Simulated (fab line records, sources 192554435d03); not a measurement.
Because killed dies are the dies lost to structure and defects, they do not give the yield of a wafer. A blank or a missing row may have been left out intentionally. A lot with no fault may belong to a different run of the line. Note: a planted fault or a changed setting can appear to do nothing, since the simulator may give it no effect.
Problem report in the 8D (eight disciplines) form, filled by code -- flow n5-finfet -- the parts of the form that need people (team, actions taken, sign-off) are left out

== 1. WHAT IS WRONG ==
Mean of h2-flow-sccm at N5_BEOL_M3_ETCH_77: 220.2 sccm across 6 wafers in 2 lots; on wafers with no fault it is 200.2 sccm (standard deviation 0.62). Relative to the usual mean, that is a shift of +32 standard deviations.
The step: etches underlayer in N2/H2, target depth 6.5 nm, time 5.2 s.
Earliest sighting: wafer L200.1 on rie-diel-06 at day 11 08:20. The record has a number at this step for 23 wafers belonging to 9 lots. Rule for "out", or "out of limits": more than 4 standard deviations from the usual mean. All remaining wafers that have a number are taken as sound.

== 2. WHAT IT IS; WHAT IT IS NOT ==
question,is,is not
which readings at this step,h2-flow-sccm,drypump-motor-current-A
which lots,"L200, L203","L185, L187, L190, L191, L192, L193, L197"
which wafers of those lots,all that have a number,-
read on which tools,rie-diel-06,"rie-diel-03, rie-diel-05"
when,from day 11 08:20,up to then (17 sound wafers)

== 3. SUSPECTS, AND WHAT RULES EACH OUT ==
Counting: any tool at a process step up to the reading is kept as a suspect provided that every lot that is out went through it and no sound lot did after the first of them.
- rie-diel-06 at N5_BEOL_M3_ETCH_77 (etches underlayer in N2/H2, target depth 6.5 nm, time 5.2 s): kept. Every lot that is out went through it, starting with L200 (day 11 08:20), and after that it ran no sound lot; the last sound lot it ran before then is L197 (day 10 06:55). Out on those wafers are its own readings of h2-flow-sccm.
Left after counting: rie-diel-06 at N5_BEOL_M3_ETCH_77.

== 4. THE CAUSE (what the simulator had put in) ==
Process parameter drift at N5_BEOL_M3_ETCH_77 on rie-diel-06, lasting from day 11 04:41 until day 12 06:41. Setting h2-flow-sccm, moved by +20, from 200. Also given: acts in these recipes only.
This tool alone remained once counting was done.

== 5. SEQUENCE OF EFFECTS, ordered by route ==
One row per reading whose mean, taken over the struck wafers that have a number, lies over 3 standard deviations from the usual. Readings are gone through only where the record gives a usual standard deviation; hours: the median, over the lots, of the time from a lot's start at the first step in this table giving one to that lot's start at this step; sigmas: the change measured in usual standard deviations.
hours,step,reading,usual,on struck wafers,change,sigmas
0,N5_BEOL_M3_ETCH_77,h2-flow-sccm,200.2 sccm,220.2,+20.0,+32
It contains these process steps:
- N5_BEOL_M3_ETCH_77: etches underlayer in N2/H2, target depth 6.5 nm, time 5.2 s.
At these later measuring or inspecting steps, every struck wafer for which the step has a row has a number for every such reading, and none has moved that far: N5_BEOL_M4_RC_MEAS_101.

== 6. WHAT WOULD HAVE CAUGHT IT SOONER ==
First out-of-limits reading in this record: day 11 08:20, which is 4 hours after fault onset at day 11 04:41.
